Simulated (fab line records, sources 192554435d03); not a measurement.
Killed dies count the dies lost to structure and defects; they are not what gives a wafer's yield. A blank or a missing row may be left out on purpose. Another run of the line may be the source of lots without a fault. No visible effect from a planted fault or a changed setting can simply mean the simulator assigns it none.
Chamber matching / flow n5_finfet / N5_MOL_CONTACT_COAG_ETCH_124 on rie_diel-01 has 4 sister chambers
The step etches SiNx in CH3F/O2, stops on SiOC, target depth 6.5 nm. 4 wafers are shown with their chamber, then 8 later ones without.

## WAFERS PAIRED WITH THEIR CHAMBERS
wafer=L086.4; chamber=2; drypump_motor_current_A (A)=5.6
wafer=L092.2; chamber=1; drypump_motor_current_A (A)=5.3
wafer=L092.5; chamber=0; drypump_motor_current_A (A)=5.2
wafer=L095.1; chamber=3; drypump_motor_current_A (A)=6.1

## WAFERS WITHOUT THEIR CHAMBER
wafer=L095.2; drypump_motor_current_A (A)=5.2
wafer=L095.3; drypump_motor_current_A (A)=5.6
wafer=L096.3; drypump_motor_current_A (A)=6.1
wafer=L096.5; drypump_motor_current_A (A)=5.2
wafer=L096.6; drypump_motor_current_A (A)=6.1
wafer=L097.1; drypump_motor_current_A (A)=5.5
wafer=L097.3; drypump_motor_current_A (A)=5.2
wafer=L097.4; drypump_motor_current_A (A)=5.5

## THE CHAMBER EACH PASSED THROUGH
wafer=L095.2; from the rows above=0; in truth=0
wafer=L095.3; from the rows above=2; in truth=2
wafer=L096.3; from the rows above=3; in truth=3
wafer=L096.5; from the rows above=0; in truth=0
wafer=L096.6; from the rows above=3; in truth=3
wafer=L097.1; from the rows above=2; in truth=2
wafer=L097.3; from the rows above=0; in truth=0
wafer=L097.4; from the rows above=2; in truth=2
8 of 8 placed correctly. Not placeable from these rows: 0. Wrongly placed: 0.
How it was worked out, from the rows above alone: a wafer's distance from a chamber is the root of the sum, over the readings, of the square of ((its reading less the chamber's mean) divided by the reading's scatter). The wafer belongs to the nearest chamber; if the next one is less than 2 further off, it can't be placed. For every chamber, the mean is computed from those of its wafers that are shown. The scatter: with one shown wafer a chamber, the root of the mean of the squares of how far each hidden wafer lies from its nearest shown one.
